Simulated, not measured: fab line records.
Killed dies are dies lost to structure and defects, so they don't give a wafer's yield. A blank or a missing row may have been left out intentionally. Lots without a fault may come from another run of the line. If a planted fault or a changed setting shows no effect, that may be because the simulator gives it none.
Split-lot experiment + flow n5Finfet + on a route of 1938 steps: 7 lots, 21 wafers read

THE SPLIT
At N5_MIM_BOT_LITHO_EXPOSE_05 (exposes mask MIM BOT), the setting doseMj was moved away from the recipe's 24.25 on 8 of the 21 wafers read, by -6.4% to +6.3%. This setting was run at the recipe's value on the other wafers.

FROM THE SPLIT TO THE READING: what the file shows between them, 2 steps
- N5_MIM_BOT_LITHO_DEVELOP_07: develop time 60 s (also split here: developTimeS)
- N5_MIM_BOT_LITHO_HARDBAKE_09: time 120 s

THE READING
Shown in nm: cdNm at N5_MIM_BOT_LITHO_CD_MEAS_08, with target cd 3000 nm. Typical for fault-free wafers on this fab line: 2998.0 nm, with standard deviation 2.3 nm.

| wafer  | tool, chamber at the split | doseMj as run | against the recipe | cdNm, nm | against lot-mates on the recipe |
|--------|----------------------------|---------------|--------------------|----------|---------------------------------|
| L075.2 | krfScanner-02, 0           | 22.69         | -6.4%              | 2990.5   | -9.2                            |
| L075.3 | krfScanner-02, 0           | 24.25         | recipe             | 2999.2   | -                               |
| L075.5 | krfScanner-02, 0           | 24.25         | recipe             | 3000.3   | -                               |
| L083.1 | krfScanner-02, 0           | 24.25         | recipe             | 2998.7   | -                               |
| L083.2 | krfScanner-02, 0           | 24.25         | recipe             | 2996.4   | -                               |
| L083.5 | krfScanner-02, 0           | 24.25         | recipe             | 2999.0   | -                               |
| L087.2 | krfScanner-01, 0           | 23.07         | -4.9%              | 2986.4   | -10.0                           |
| L087.5 | krfScanner-01, 0           | 24.25         | recipe             | 2996.7   | -                               |
| L087.6 | krfScanner-01, 0           | 24.25         | recipe             | 2996.1   | -                               |
| L089.2 | krfScanner-02, 0           | 24.25         | recipe             | 2997.4   | -                               |
| L089.5 | krfScanner-02, 0           | 24.25         | recipe             | 2999.2   | -                               |
| L089.6 | krfScanner-02, 0           | 25.06         | +3.3%              | 3008.5   | +10.2                           |
| L095.4 | krfScanner-02, 0           | 25.78         | +6.3%              | 3013.0   | +15.7                           |
| L095.5 | krfScanner-02, 0           | 25.78         | +6.3%              | 3011.2   | +13.9                           |
| L095.6 | krfScanner-02, 0           | 24.25         | recipe             | 2997.3   | -                               |
| L094.1 | krfScanner-02, 0           | 25.51         | +5.2%              | 3003.1   | +3.4                            |
| L094.3 | krfScanner-02, 0           | 24.25         | recipe             | 2999.7   | -                               |
| L094.4 | krfScanner-02, 0           | 25.51         | +5.2%              | 3007.7   | +8.0                            |
| L093.1 | krfScanner-02, 0           | 24.25         | recipe             | 2995.2   | -                               |
| L093.2 | krfScanner-02, 0           | 25.58         | +5.5%              | 3009.0   | +13.5                           |
| L093.5 | krfScanner-02, 0           | 24.25         | recipe             | 2995.8   | -                               |

THE FIT
A straight line over all 21 wafers: cdNm changes by +1.88 nm for each +1% of doseMj; r = +0.93; the points scatter about the line by 2.4 nm.
The same after taking each lot's own level away (the mean of its wafers on the recipe; 21 wafers): +1.9 nm for each +1%; r = +0.94; scatter 2.3 nm.
According to that fit, moving doseMj by its largest amount changes the reading by 12 nm.
The lots' own levels span 2995.50 to 2999.75 nm, that is 1.8 times the standard deviation above.
Hence the lot-to-lot level has little effect on the slope; both slopes agree.
Check: for one of the wafers moved furthest among these (-6.4%), held out of the fit, the line's prediction against its lot-mates is -13.1 nm. It came out at -9.25 nm against them.

OTHER SPLITS APPLIED TO THESE WAFERS
Other splits were also applied to these wafers ahead of the reading. Each is held against what the fit with the lots' levels taken away leaves over:
| other split on the same wafers           | wafers away from the commonest value | r with cdNm (lot level and that fit taken away) |
|------------------------------------------|--------------------------------------|-------------------------------------------------|
| N5_BEOL_M9_HM_DEP_02 targetThkA          | 8                                    | +0.21                                           |
| N5_BEOL_M9_ETCH_62 sourceW               | 5                                    | -0.10                                           |
| N5_BEOL_M9_EXPOSE_25 doseMj              | 5                                    | +0.23                                           |
| N5_BEOL_M10_ETCH_41 sourceW              | 12                                   | -0.09                                           |
| N5_BEOL_M11_PECVD_70 timeS               | 7                                    | +0.05                                           |
| N5_BEOL_M13_COAT_65 spinRpm              | 12                                   | -0.06                                           |
| N5_BEOL_M14_SPUTTER_43 powerW            | 5                                    | -0.14                                           |
| N5_BEOL_M15_ETCH_61 timeS                | 9                                    | -0.01                                           |
| N5_MIM_BOT_LITHO_DEVELOP_07 developTimeS | 5                                    | +0.23                                           |

THE FILE'S OWN FIT
cdNm changes by +1.96 nm for each +1% of doseMj, r = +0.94.
